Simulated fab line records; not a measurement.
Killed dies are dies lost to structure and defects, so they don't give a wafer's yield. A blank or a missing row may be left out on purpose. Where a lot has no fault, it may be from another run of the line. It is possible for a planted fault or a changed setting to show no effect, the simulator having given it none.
Which tool is to blame? || flow nand harc || 12 lots, 36 wafers sampled, at 5 steps of a route of 1302

WHAT THE GAUGES SHOWED, per wafer
NHARC_END_SORT_01. Usual: killed at array 62, standard deviation 22; killed at other 1.0, standard deviation 1.4; killed at periphery 4.2, standard deviation 2.8; killed dies 67, standard deviation 23; killed open 3.1, standard deviation 1.7; killed short 2.1, standard deviation 1.5.
{"lot": "L461", "measured": "day 25 13:26", "on": "prober-02", "killed at array": "74 84 72", "killed at other": "2 0 1", "killed at periphery": "5 5 3", "killed dies": "81 89 76", "killed open": "2 6 4", "killed short": "0 6 3", "flag": ""}
{"lot": "L460", "measured": "day 25 04:53", "on": "prober-02", "killed at array": "47 45 56", "killed at other": "0 0 1", "killed at periphery": "8 5 2", "killed dies": "55 50 59", "killed open": "3 3 5", "killed short": "2 2 1", "flag": ""}
{"lot": "L463", "measured": "day 25 04:05", "on": "prober-01", "killed at array": "47 45 53", "killed at other": "2 2 3", "killed at periphery": "6 2 4", "killed dies": "55 49 60", "killed open": "5 2 5", "killed short": "3 2 1", "flag": ""}
{"lot": "L464", "measured": "day 25 19:37", "on": "prober-02", "killed at array": "37 37 29", "killed at other": "6 1 1", "killed at periphery": "2 2 7", "killed dies": "45 40 37", "killed open": "2 2 2", "killed short": "2 3 2", "flag": ""}
{"lot": "L467", "measured": "day 26 20:40", "on": "prober-02", "killed at array": "94 95 84", "killed at other": "2 0 0", "killed at periphery": "7 8 4", "killed dies": "103 103 88", "killed open": "2 3 5", "killed short": "6 4 1", "flag": ""}
{"lot": "L468", "measured": "day 28 05:53", "on": "prober-02", "killed at array": "80 80 81", "killed at other": "0 0 3", "killed at periphery": "4 2 2", "killed dies": "84 82 86", "killed open": "6 1 3", "killed short": "5 3 1", "flag": ""}
{"lot": "L469", "measured": "day 28 06:41", "on": "prober-01", "killed at array": "35 38 42", "killed at other": "2 3 4", "killed at periphery": "1 3 1", "killed dies": "38 44 47", "killed open": "0 0 2", "killed short": "0 1 1", "flag": ""}
{"lot": "L471", "measured": "day 28 15:21", "on": "prober-01", "killed at array": "54 55 55", "killed at other": "0 0 2", "killed at periphery": "0 0 0", "killed dies": "54 55 57", "killed open": "1 3 3", "killed short": "5 5 3", "flag": ""}
{"lot": "L470", "measured": "day 28 14:26", "on": "prober-02", "killed at array": "77 72 58", "killed at other": "1 0 1", "killed at periphery": "4 6 4", "killed dies": "82 78 63", "killed open": "4 4 2", "killed short": "5 5 1", "flag": ""}
{"lot": "L479", "measured": "day 33 07:31", "on": "prober-02", "killed at array": "68 58 66", "killed at other": "1 5 8", "killed at periphery": "3 7 3", "killed dies": "72 70 77", "killed open": "3 4 5", "killed short": "2 4 5", "flag": ""}
{"lot": "L480", "measured": "day 32 05:26", "on": "prober-02", "killed at array": "63 75 67", "killed at other": "3 3 2", "killed at periphery": "4 6 4", "killed dies": "70 84 73", "killed open": "3 4 3", "killed short": "2 1 3", "flag": ""}
{"lot": "L482", "measured": "day 33 19:40", "on": "prober-01", "killed at array": "24 27 32", "killed at other": "0 1 1", "killed at periphery": "2 1 4", "killed dies": "26 29 37", "killed open": "2 3 2", "killed short": "1 3 6", "flag": ""}

TOOL THAT RAN EACH LOT (tool first, then ch and the chambers of the sampled wafers, then the start)
{"lot": "L461", "NHARC_A_CHANNEL_HOLE_D1_ETCH_25": "har etch-02 ch 0,1, day 8 23:14", "NHARC_A_CHANNEL_HOLE_D1_ETCH_33": "har etch-02 ch 0,1, day 9 00:04", "NHARC_A_CHANNEL_FILL_D1_ALD_14": "ald hk-02 ch 1,2, day 9 09:13", "NHARC_A_CHANNEL_FILL_D1_STRIP_28": "rie diel-03 ch 2,3, day 10 02:29"}
{"lot": "L460", "NHARC_A_CHANNEL_HOLE_D1_ETCH_25": "har etch-01 ch 0,1, day 8 23:38", "NHARC_A_CHANNEL_HOLE_D1_ETCH_33": "har etch-01 ch 0,1, day 9 00:44", "NHARC_A_CHANNEL_FILL_D1_ALD_14": "ald hk-02 ch 0,2,3, day 9 09:07", "NHARC_A_CHANNEL_FILL_D1_STRIP_28": "rie diel-13 ch 0,1,2, day 10 02:46"}
{"lot": "L463", "NHARC_A_CHANNEL_HOLE_D1_ETCH_25": "har etch-01 ch 0,1, day 9 22:13", "NHARC_A_CHANNEL_HOLE_D1_ETCH_33": "har etch-01 ch 0,1, day 9 23:17", "NHARC_A_CHANNEL_FILL_D1_ALD_14": "ald hk-01 ch 0,2,3, day 10 09:44", "NHARC_A_CHANNEL_FILL_D1_STRIP_28": "rie diel-13 ch 1,2,3, day 11 02:37"}
{"lot": "L464", "NHARC_A_CHANNEL_HOLE_D1_ETCH_25": "har etch-01 ch 0,1, day 10 06:34", "NHARC_A_CHANNEL_HOLE_D1_ETCH_33": "har etch-01 ch 0,1, day 10 07:38", "NHARC_A_CHANNEL_FILL_D1_ALD_14": "ald hk-01 ch 0,2,3, day 10 17:00", "NHARC_A_CHANNEL_FILL_D1_STRIP_28": "rie diel-02 ch 0,2,3, day 11 10:52"}
{"lot": "L467", "NHARC_A_CHANNEL_HOLE_D1_ETCH_25": "har etch-02 ch 0,1, day 11 16:55", "NHARC_A_CHANNEL_HOLE_D1_ETCH_33": "har etch-02 ch 0,1, day 11 17:52", "NHARC_A_CHANNEL_FILL_D1_ALD_14": "ald hk-02 ch 1,2,3, day 12 02:46", "NHARC_A_CHANNEL_FILL_D1_STRIP_28": "rie diel-02 ch 0,2, day 12 22:35"}
{"lot": "L468", "NHARC_A_CHANNEL_HOLE_D1_ETCH_25": "har etch-02 ch 0,1, day 12 10:48", "NHARC_A_CHANNEL_HOLE_D1_ETCH_33": "har etch-02 ch 0,1, day 12 11:53", "NHARC_A_CHANNEL_FILL_D1_ALD_14": "ald hk-02 ch 0,3, day 12 20:49", "NHARC_A_CHANNEL_FILL_D1_STRIP_28": "rie diel-13 ch 0,1, day 13 14:46"}
{"lot": "L469", "NHARC_A_CHANNEL_HOLE_D1_ETCH_25": "har etch-01 ch 0,1, day 12 14:46", "NHARC_A_CHANNEL_HOLE_D1_ETCH_33": "har etch-01 ch 0,1, day 12 15:44", "NHARC_A_CHANNEL_FILL_D1_ALD_14": "ald hk-02 ch 0,2,3, day 13 00:44", "NHARC_A_CHANNEL_FILL_D1_STRIP_28": "rie diel-02 ch 0,2,3, day 13 19:41"}
{"lot": "L471", "NHARC_A_CHANNEL_HOLE_D1_ETCH_25": "har etch-01 ch 0,1, day 13 01:01", "NHARC_A_CHANNEL_HOLE_D1_ETCH_33": "har etch-01 ch 0,1, day 13 01:52", "NHARC_A_CHANNEL_FILL_D1_ALD_14": "ald hk-02 ch 0,1, day 13 10:47", "NHARC_A_CHANNEL_FILL_D1_STRIP_28": "rie diel-13 ch 1,2, day 14 03:53"}
{"lot": "L470", "NHARC_A_CHANNEL_HOLE_D1_ETCH_25": "har etch-02 ch 0,1, day 13 03:18", "NHARC_A_CHANNEL_HOLE_D1_ETCH_33": "har etch-02 ch 0,1, day 13 04:23", "NHARC_A_CHANNEL_FILL_D1_ALD_14": "ald hk-02 ch 1,3, day 13 11:00", "NHARC_A_CHANNEL_FILL_D1_STRIP_28": "rie diel-02 ch 0,1, day 14 03:54"}
{"lot": "L479", "NHARC_A_CHANNEL_HOLE_D1_ETCH_25": "har etch-01 ch 0,1, day 16 18:53", "NHARC_A_CHANNEL_HOLE_D1_ETCH_33": "har etch-01 ch 0,1, day 16 19:37", "NHARC_A_CHANNEL_FILL_D1_ALD_14": "ald hk-02 ch 0,2,3, day 17 04:35", "NHARC_A_CHANNEL_FILL_D1_STRIP_28": "rie diel-02 ch 0,1, day 17 22:41"}
{"lot": "L480", "NHARC_A_CHANNEL_HOLE_D1_ETCH_25": "har etch-01 ch 0,1, day 17 02:34", "NHARC_A_CHANNEL_HOLE_D1_ETCH_33": "har etch-01 ch 0,1, day 17 03:33", "NHARC_A_CHANNEL_FILL_D1_ALD_14": "ald hk-01 ch 0,2, day 17 13:44", "NHARC_A_CHANNEL_FILL_D1_STRIP_28": "rie diel-03 ch 0,3, day 18 06:56"}
{"lot": "L482", "NHARC_A_CHANNEL_HOLE_D1_ETCH_25": "har etch-02 ch 0,1, day 17 16:26", "NHARC_A_CHANNEL_HOLE_D1_ETCH_33": "har etch-02 ch 0,1, day 17 17:31", "NHARC_A_CHANNEL_FILL_D1_ALD_14": "ald hk-01 ch 0,1,2, day 18 02:30", "NHARC_A_CHANNEL_FILL_D1_STRIP_28": "rie diel-02 ch 0,1,2, day 18 21:41"}
- NHARC_A_CHANNEL_HOLE_D1_ETCH_25: etches the open film in C4F8/O2/Ar, time 1040.2 s, target depth 1500 nm.
- NHARC_A_CHANNEL_HOLE_D1_ETCH_33: etches the open film in C4F8/O2/Ar, time 90 s, target depth 400 nm.
- NHARC_A_CHANNEL_FILL_D1_ALD_14: deposits SiO2, target thk 2.5 nm, pulse time 10 s, ald cycles 25.
- NHARC_A_CHANNEL_FILL_D1_STRIP_28: strips in O2, time 20 s.

AS READ BY THE TOOLS THEMSELVES (means over the sampled wafers that have a number; for cases with no such wafer, the mark the record gives instead)
NHARC_A_CHANNEL_HOLE_D1_ETCH_25. Usual: c4f8 flow sccm 93.80 sccm, standard deviation 0.28; drypump motor current A 5.4 A, standard deviation 0.51; showerhead plenum p Torr 3.61 Torr, standard deviation 0.12; throttle valve pct 32.235 %, standard deviation 0.009.
{"lot": "L461", "tool": "har etch-02", "c4f8 flow sccm (sccm)": 93.73, "drypump motor current A (A)": 4.9, "showerhead plenum p Torr (Torr)": 3.66, "throttle valve pct (%)": 32.232, "flag": ""}
{"lot": "L460", "tool": "har etch-01", "c4f8 flow sccm (sccm)": 93.82, "drypump motor current A (A)": 5.9, "showerhead plenum p Torr (Torr)": 3.65, "throttle valve pct (%)": 32.234, "flag": ""}
{"lot": "L463", "tool": "har etch-01", "c4f8 flow sccm (sccm)": 93.76, "drypump motor current A (A)": 6.0, "showerhead plenum p Torr (Torr)": 3.68, "throttle valve pct (%)": 32.238, "flag": ""}
{"lot": "L464", "tool": "har etch-01", "c4f8 flow sccm (sccm)": 93.49, "drypump motor current A (A)": 6.0, "showerhead plenum p Torr (Torr)": 3.68, "throttle valve pct (%)": 32.239, "flag": ""}
{"lot": "L467", "tool": "har etch-02", "c4f8 flow sccm (sccm)": 93.57, "drypump motor current A (A)": 5.0, "showerhead plenum p Torr (Torr)": 3.64, "throttle valve pct (%)": 32.233, "flag": ""}
{"lot": "L468", "tool": "har etch-02", "c4f8 flow sccm (sccm)": 93.89, "drypump motor current A (A)": 4.9, "showerhead plenum p Torr (Torr)": 3.54, "throttle valve pct (%)": 32.236, "flag": ""}
{"lot": "L469", "tool": "har etch-01", "c4f8 flow sccm (sccm)": 93.82, "drypump motor current A (A)": 5.9, "showerhead plenum p Torr (Torr)": 3.66, "throttle valve pct (%)": 32.236, "flag": ""}
{"lot": "L471", "tool": "har etch-01", "c4f8 flow sccm (sccm)": 93.74, "drypump motor current A (A)": 6.0, "showerhead plenum p Torr (Torr)": 3.65, "throttle valve pct (%)": 32.238, "flag": ""}
{"lot": "L470", "tool": "har etch-02", "c4f8 flow sccm (sccm)": 93.95, "drypump motor current A (A)": 4.9, "showerhead plenum p Torr (Torr)": 3.53, "throttle valve pct (%)": 32.240, "flag": ""}
{"lot": "L479", "tool": "har etch-01", "c4f8 flow sccm (sccm)": 94.03, "drypump motor current A (A)": 6.0, "showerhead plenum p Torr (Torr)": 3.63, "throttle valve pct (%)": 32.234, "flag": ""}
{"lot": "L480", "tool": "har etch-01", "c4f8 flow sccm (sccm)": 93.93, "drypump motor current A (A)": 5.9, "showerhead plenum p Torr (Torr)": 3.59, "throttle valve pct (%)": 32.230, "flag": ""}
{"lot": "L482", "tool": "har etch-02", "c4f8 flow sccm (sccm)": 93.74, "drypump motor current A (A)": 5.0, "showerhead plenum p Torr (Torr)": 3.78, "throttle valve pct (%)": 32.235, "flag": ""}

NHARC_A_CHANNEL_HOLE_D1_ETCH_33. Usual: c4f8 flow sccm 41.71 sccm, standard deviation 0.12; drypump motor current A 5.4 A, standard deviation 0.51; showerhead plenum p Torr 3.65 Torr, standard deviation 0.13; throttle valve pct 27.620 %, standard deviation 0.0092.
{"lot": "L461", "tool": "har etch-02", "c4f8 flow sccm (sccm)": 41.72, "drypump motor current A (A)": 4.9, "showerhead plenum p Torr (Torr)": 3.71, "throttle valve pct (%)": 27.611, "flag": ""}
{"lot": "L460", "tool": "har etch-01", "c4f8 flow sccm (sccm)": 41.82, "drypump motor current A (A)": 5.9, "showerhead plenum p Torr (Torr)": 3.69, "throttle valve pct (%)": 27.629, "flag": ""}
{"lot": "L463", "tool": "har etch-01", "c4f8 flow sccm (sccm)": 41.70, "drypump motor current A (A)": 5.9, "showerhead plenum p Torr (Torr)": 3.72, "throttle valve pct (%)": 27.629, "flag": ""}
{"lot": "L464", "tool": "har etch-01", "c4f8 flow sccm (sccm)": 41.75, "drypump motor current A (A)": 6.0, "showerhead plenum p Torr (Torr)": 3.72, "throttle valve pct (%)": 27.617, "flag": ""}
{"lot": "L467", "tool": "har etch-02", "c4f8 flow sccm (sccm)": 41.78, "drypump motor current A (A)": 5.0, "showerhead plenum p Torr (Torr)": 3.69, "throttle valve pct (%)": 27.626, "flag": ""}
{"lot": "L468", "tool": "har etch-02", "c4f8 flow sccm (sccm)": 41.65, "drypump motor current A (A)": 4.9, "showerhead plenum p Torr (Torr)": 3.58, "throttle valve pct (%)": 27.622, "flag": ""}
{"lot": "L469", "tool": "har etch-01", "c4f8 flow sccm (sccm)": 41.78, "drypump motor current A (A)": 5.9, "showerhead plenum p Torr (Torr)": 3.70, "throttle valve pct (%)": 27.619, "flag": ""}
{"lot": "L471", "tool": "har etch-01", "c4f8 flow sccm (sccm)": 41.64, "drypump motor current A (A)": 6.0, "showerhead plenum p Torr (Torr)": 3.70, "throttle valve pct (%)": 27.615, "flag": ""}
{"lot": "L470", "tool": "har etch-02", "c4f8 flow sccm (sccm)": 41.90, "drypump motor current A (A)": 4.9, "showerhead plenum p Torr (Torr)": 3.57, "throttle valve pct (%)": 27.628, "flag": ""}
{"lot": "L479", "tool": "har etch-01", "c4f8 flow sccm (sccm)": 41.61, "drypump motor current A (A)": 6.0, "showerhead plenum p Torr (Torr)": 3.67, "throttle valve pct (%)": 27.618, "flag": ""}
{"lot": "L480", "tool": "har etch-01", "c4f8 flow sccm (sccm)": 41.78, "drypump motor current A (A)": 5.9, "showerhead plenum p Torr (Torr)": 3.62, "throttle valve pct (%)": 27.626, "flag": ""}
{"lot": "L482", "tool": "har etch-02", "c4f8 flow sccm (sccm)": 41.70, "drypump motor current A (A)": 5.0, "showerhead plenum p Torr (Torr)": 3.83, "throttle valve pct (%)": 27.613, "flag": ""}

NHARC_A_CHANNEL_FILL_D1_ALD_14. Usual: heater power w 471 W, standard deviation 40; precursor pulse height rel 1.000, standard deviation 0.018; susceptor temp C 299.99 C, standard deviation 0.2.
{"lot": "L461", "tool": "ald hk-02", "heater power w (W)": 490, "precursor pulse height rel": 0.998, "susceptor temp C (C)": 300.09, "flag": ""}
{"lot": "L460", "tool": "ald hk-02", "heater power w (W)": 503, "precursor pulse height rel": 0.990, "susceptor temp C (C)": 299.99, "flag": ""}
{"lot": "L463", "tool": "ald hk-01", "heater power w (W)": 445, "precursor pulse height rel": 0.997, "susceptor temp C (C)": 299.98, "flag": ""}
{"lot": "L464", "tool": "ald hk-01", "heater power w (W)": 448, "precursor pulse height rel": 1.017, "susceptor temp C (C)": 299.90, "flag": ""}
{"lot": "L467", "tool": "ald hk-02", "heater power w (W)": 483, "precursor pulse height rel": 0.988, "susceptor temp C (C)": 299.78, "flag": ""}
{"lot": "L468", "tool": "ald hk-02", "heater power w (W)": 514, "precursor pulse height rel": 0.995, "susceptor temp C (C)": 300.01, "flag": ""}
{"lot": "L469", "tool": "ald hk-02", "heater power w (W)": 511, "precursor pulse height rel": 0.998, "susceptor temp C (C)": 299.98, "flag": ""}
{"lot": "L471", "tool": "ald hk-02", "heater power w (W)": 516, "precursor pulse height rel": 0.993, "susceptor temp C (C)": 299.76, "flag": ""}
{"lot": "L470", "tool": "ald hk-02", "heater power w (W)": 511, "precursor pulse height rel": 0.991, "susceptor temp C (C)": 299.90, "flag": ""}
{"lot": "L479", "tool": "ald hk-02", "heater power w (W)": 501, "precursor pulse height rel": 0.984, "susceptor temp C (C)": 299.89, "flag": ""}
{"lot": "L480", "tool": "ald hk-01", "heater power w (W)": 407, "precursor pulse height rel": 1.001, "susceptor temp C (C)": 299.92, "flag": ""}
{"lot": "L482", "tool": "ald hk-01", "heater power w (W)": 414, "precursor pulse height rel": 0.997, "susceptor temp C (C)": 299.90, "flag": ""}

NHARC_A_CHANNEL_FILL_D1_STRIP_28. Usual: drypump motor current A 5.5 A, standard deviation 0.36; oes product au 0.995 a.u., standard deviation 0.0089; rf vpp V 57.7 V, standard deviation 0.88; showerhead plenum p Torr 3.52 Torr, standard deviation 0.18; throttle valve pct 17.035 %, standard deviation 0.0085.
{"lot": "L461", "tool": "rie diel-03", "drypump motor current A (A)": 5.7, "oes product au (a.u.)": 1.010, "rf vpp V (V)": 57.0, "showerhead plenum p Torr (Torr)": 3.38, "throttle valve pct (%)": 17.030, "flag": ""}
{"lot": "L460", "tool": "rie diel-13", "drypump motor current A (A)": 5.3, "oes product au (a.u.)": 0.991, "rf vpp V (V)": 57.5, "showerhead plenum p Torr (Torr)": 3.37, "throttle valve pct (%)": 17.046, "flag": ""}
{"lot": "L463", "tool": "rie diel-13", "drypump motor current A (A)": 5.6, "oes product au (a.u.)": 0.998, "rf vpp V (V)": 56.8, "showerhead plenum p Torr (Torr)": 3.34, "throttle valve pct (%)": 17.036, "flag": ""}
{"lot": "L464", "tool": "rie diel-02", "drypump motor current A (A)": 5.5, "oes product au (a.u.)": 0.992, "rf vpp V (V)": 58.5, "showerhead plenum p Torr (Torr)": 3.74, "throttle valve pct (%)": 17.035, "flag": ""}
{"lot": "L467", "tool": "rie diel-02", "drypump motor current A (A)": 5.5, "oes product au (a.u.)": 0.990, "rf vpp V (V)": 58.1, "showerhead plenum p Torr (Torr)": 3.72, "throttle valve pct (%)": 17.037, "flag": ""}
{"lot": "L468", "tool": "rie diel-13", "drypump motor current A (A)": 5.4, "oes product au (a.u.)": 0.995, "rf vpp V (V)": 57.2, "showerhead plenum p Torr (Torr)": 3.36, "throttle valve pct (%)": 17.033, "flag": ""}
{"lot": "L469", "tool": "rie diel-02", "drypump motor current A (A)": 5.5, "oes product au (a.u.)": 0.993, "rf vpp V (V)": 58.5, "showerhead plenum p Torr (Torr)": 3.74, "throttle valve pct (%)": 17.034, "flag": ""}
{"lot": "L471", "tool": "rie diel-13", "drypump motor current A (A)": 5.3, "oes product au (a.u.)": 0.998, "rf vpp V (V)": 57.5, "showerhead plenum p Torr (Torr)": 3.34, "throttle valve pct (%)": 17.040, "flag": ""}
{"lot": "L470", "tool": "rie diel-02", "drypump motor current A (A)": 5.2, "oes product au (a.u.)": 0.987, "rf vpp V (V)": 57.9, "showerhead plenum p Torr (Torr)": 3.68, "throttle valve pct (%)": 17.038, "flag": ""}
{"lot": "L479", "tool": "rie diel-02", "drypump motor current A (A)": 5.1, "oes product au (a.u.)": 0.996, "rf vpp V (V)": 57.5, "showerhead plenum p Torr (Torr)": 3.68, "throttle valve pct (%)": 17.033, "flag": ""}
{"lot": "L480", "tool": "rie diel-03", "drypump motor current A (A)": 5.5, "oes product au (a.u.)": 1.002, "rf vpp V (V)": 57.3, "showerhead plenum p Torr (Torr)": 3.29, "throttle valve pct (%)": 17.038, "flag": ""}
{"lot": "L482", "tool": "rie diel-02", "drypump motor current A (A)": 5.3, "oes product au (a.u.)": 1.000, "rf vpp V (V)": 57.3, "showerhead plenum p Torr (Torr)": 3.70, "throttle valve pct (%)": 17.044, "flag": ""}

THE ANSWER, worked out from the rows above alone
Rule: lot off if the mean of its wafers having a number is beyond 3 standard deviations from the usual mean. Also off: a lot with no number at a reading for which 4 or more lots have one. The other lots that the step has rows for count as sound. First the gauges in route order, then the tools' own readings, where a lot's mean is used as printed above. At the first step where some lot is off, the reading lying furthest off is the one used; lots without a number count as furthest.
Nothing can be told from this: no lot is off at any reading shown.

WHAT THE SIMULATOR PUT IN
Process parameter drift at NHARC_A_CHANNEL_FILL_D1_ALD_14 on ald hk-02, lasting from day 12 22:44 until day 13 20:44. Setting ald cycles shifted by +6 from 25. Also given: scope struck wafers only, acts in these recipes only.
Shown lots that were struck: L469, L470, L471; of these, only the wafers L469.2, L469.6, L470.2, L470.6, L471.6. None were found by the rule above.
